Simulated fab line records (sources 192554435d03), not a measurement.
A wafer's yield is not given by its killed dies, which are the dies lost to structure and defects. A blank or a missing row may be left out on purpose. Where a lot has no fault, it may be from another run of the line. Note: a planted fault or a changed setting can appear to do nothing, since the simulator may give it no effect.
Matching of chambers :: flow n5-finfet :: rie-diel-02 running N5_BEOL_M0_STRIP_142: 4 sister chambers
The step strips in N2/H2, time 10 s. 4 wafers are shown with their chamber, then 12 later ones without.

WAFERS WITH THEIR CHAMBER
wafer: L088.5
chamber: 2
drypump-motor-current-A (A): 5.5

wafer: L088.6
chamber: 3
drypump-motor-current-A (A): 5.6

wafer: L087.5
chamber: 0
drypump-motor-current-A (A): 5.7

wafer: L087.6
chamber: 1
drypump-motor-current-A (A): 6.7

WAFERS WITHOUT THEIR CHAMBER
wafer: L090.2
drypump-motor-current-A (A): 6.6

wafer: L090.4
drypump-motor-current-A (A): 5.5

wafer: L090.6
drypump-motor-current-A (A): 5.5

wafer: L093.1
drypump-motor-current-A (A): 5.5

wafer: L093.2
drypump-motor-current-A (A): 5.5

wafer: L093.4
drypump-motor-current-A (A): 5.6

wafer: L092.1
drypump-motor-current-A (A): 6.7

wafer: L092.4
drypump-motor-current-A (A): 5.6

wafer: L092.5
drypump-motor-current-A (A): 5.5

wafer: L097.2
drypump-motor-current-A (A): 5.6

wafer: L097.4
drypump-motor-current-A (A): 5.6

wafer: L097.6
drypump-motor-current-A (A): 5.5

WHICH CHAMBER EACH ONE RAN IN
wafer: L090.2
from the rows above: 1
in truth: 1

wafer: L090.4
from the rows above: 2
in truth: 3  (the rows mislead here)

wafer: L090.6
from the rows above: 2
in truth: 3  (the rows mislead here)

wafer: L093.1
from the rows above: 2
in truth: 2

wafer: L093.2
from the rows above: 2
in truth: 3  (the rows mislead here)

wafer: L093.4
from the rows above: 3
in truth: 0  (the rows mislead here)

wafer: L092.1
from the rows above: 1
in truth: 1

wafer: L092.4
from the rows above: 3
in truth: 3

wafer: L092.5
from the rows above: 2
in truth: 2

wafer: L097.2
from the rows above: 3
in truth: 3

wafer: L097.4
from the rows above: 3
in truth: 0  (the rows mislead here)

wafer: L097.6
from the rows above: 2
in truth: 2
7 of 12 placed correctly. Number that these rows cannot place: 0. Placed wrongly: 5.
How it was worked out, from the rows above alone: a wafer's distance from a chamber is the root of the sum, over the readings, of the square of ((its reading less the chamber's mean) divided by the reading's scatter). The wafer belongs to the nearest chamber; if the next one is less than 2 further off, it can't be placed. Each chamber's mean is taken over the wafers shown for it. The scatter: root of mean squared gap, hidden wafer to nearest shown wafer, with one shown wafer a chamber.
